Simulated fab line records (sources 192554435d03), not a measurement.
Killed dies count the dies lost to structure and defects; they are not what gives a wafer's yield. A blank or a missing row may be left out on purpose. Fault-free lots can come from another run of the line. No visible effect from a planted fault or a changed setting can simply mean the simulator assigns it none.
Problem report, 8D (eight disciplines) form, completed by code + flow n5 finfet + the parts of the form that need people (team, actions taken, sign-off) are left out

## 1. WHAT WENT WRONG
raw defect count at N5_PMOS_HMC_CHANNEL_EPI_INSPECT_30 reads a mean of 492 on 1 wafer of 1 lot; wafers without a fault read 20 with a standard deviation of 7.5. That puts it +63 standard deviations away from the usual mean.
The step: inspects for defects (darkfield).
Seen first at day 5 02:26 on defect inspect-01, wafer L112.2. The record has a number at this step for 9 wafers belonging to 3 lots. By rule, "out" or "out of limits" means more than 4 standard deviations away from the usual mean. The other wafers with a number count as sound.

## 2. WHAT IT IS; WHAT IT IS NOT
| question                    | is                | is not                                                             |
|-----------------------------|-------------------|--------------------------------------------------------------------|
| which readings at this step | raw defect count  | -                                                                  |
| which lots                  | L112              | L103, L116                                                         |
| which wafers of those lots  | L112.2            | L112.1, L112.4                                                     |
| read on which gauges        | defect inspect-01 | defect inspect-02                                                  |
| when                        | from day 5 02:26  | up to then (5 sound wafers); but 3 sound wafers of L116 came after |

## 3. SUSPECTS, AND WHAT RULES EACH OUT
Counting: any tool at a process step up to the reading remains a suspect provided it ran every lot that is out. Sound lots after the first of them don't rule it out here, since some wafers of a struck lot are sound.
- ruled out: the gauge at N5_PMOS_HMC_CHANNEL_EPI_INSPECT_30. All the wafers that are out were read on defect inspect-01, but those of them that N5_FIN_SAQP_INSPECT_40 has rows for are out there too, on other tools.
- wet bench-01 at N5_PMOS_HMC_CHANNEL_EPI_PRECLEAN_40 (cleans in DHF, time 30 s): kept. It processed L112, the lot that is out, at day 5 01:59, and its most recent sound lot before then was L103 at day 2 19:45.
Left after counting: wet bench-01 at N5_PMOS_HMC_CHANNEL_EPI_PRECLEAN_40.

## 4. THE CAUSE (what the simulator had put in)
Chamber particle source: wet bench-01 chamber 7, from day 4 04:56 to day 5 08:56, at N5_PMOS_HMC_CHANNEL_EPI_PRECLEAN_40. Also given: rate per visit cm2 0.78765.
Counting left only this tool.

## 5. SEQUENCE OF EFFECTS, ordered by route
Each row: a reading where the mean over the struck wafers with a number is more than 3 standard deviations away from the usual. Scope: only readings with a usual standard deviation given in the record; hours: median across lots of the time from each lot's start at the first step in this table that gives one to its start at this step; sigmas: change in usual standard deviations.
| hours | step                               | reading              | usual  | on struck wafers | change | sigmas |
|-------|------------------------------------|----------------------|--------|------------------|--------|--------|
| 0     | N5_PMOS_HMC_CHANNEL_EPI_INSPECT_30 | raw defect count     | 20     | 492              | +472   | +63    |
| 3     | N5_FIN_SAQP_INSPECT_18             | raw defect count     | 427    | 1161             | +734   | +6.7   |
| 8     | N5_FIN_SAQP_INSPECT_40             | raw defect count     | 232    | 865              | +633   | +9.4   |
| 8     | N5_FIN_CUT_INSPECT_10              | raw defect count     | 42     | 544              | +502   | +42    |
| 10    | N5_FIN_CUT_INSPECT_17              | raw defect count     | 233    | 842              | +609   | +9.0   |
| 247   | N5_PASSIVATION_PROBE_49            | defect limited yield | 91.1 % | 85.1             | -6.0   | -4.3   |
| 247   | N5_PASSIVATION_PROBE_49            | killed at front end  | 41     | 109              | +68    | +5.7   |
| 247   | N5_PASSIVATION_PROBE_49            | killed dies          | 105    | 176              | +71    | +4.4   |
| 247   | N5_PASSIVATION_PROBE_49            | killed on rim        | 14     | 29               | +15    | +3.9   |
| 247   | N5_PASSIVATION_PROBE_49            | sort_bin_5_function  | 5.2 %  | 9.7              | +4.5   | +4.7   |
| 247   | N5_PASSIVATION_PROBE_49            | sort n pass          | 1075   | 1004             | -71    | -4.4   |
| 247   | N5_PASSIVATION_PROBE_49            | sort yield pct       | 91.1 % | 85.1             | -6.0   | -4.3   |
Here are the process steps it includes:
- N5_PASSIVATION_PROBE_49
At these later measuring or inspecting steps, every struck wafer for which the step has a row has a number for every such reading, and none has moved that far: N5_BEOL_M4_RC_MEAS_101.

## 6. HOW IT WOULD HAVE BEEN CAUGHT EARLIER
22 hours passed between the start of the fault at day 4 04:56 and the first reading out of limits at a measuring or inspecting step in this record, taken at day 5 02:26.
By day 5 02:26, every lot that is out (1) had started N5_PMOS_HMC_CHANNEL_EPI_PRECLEAN_40 on wet bench-01. None of them would have been spared by holding the tool at that moment.
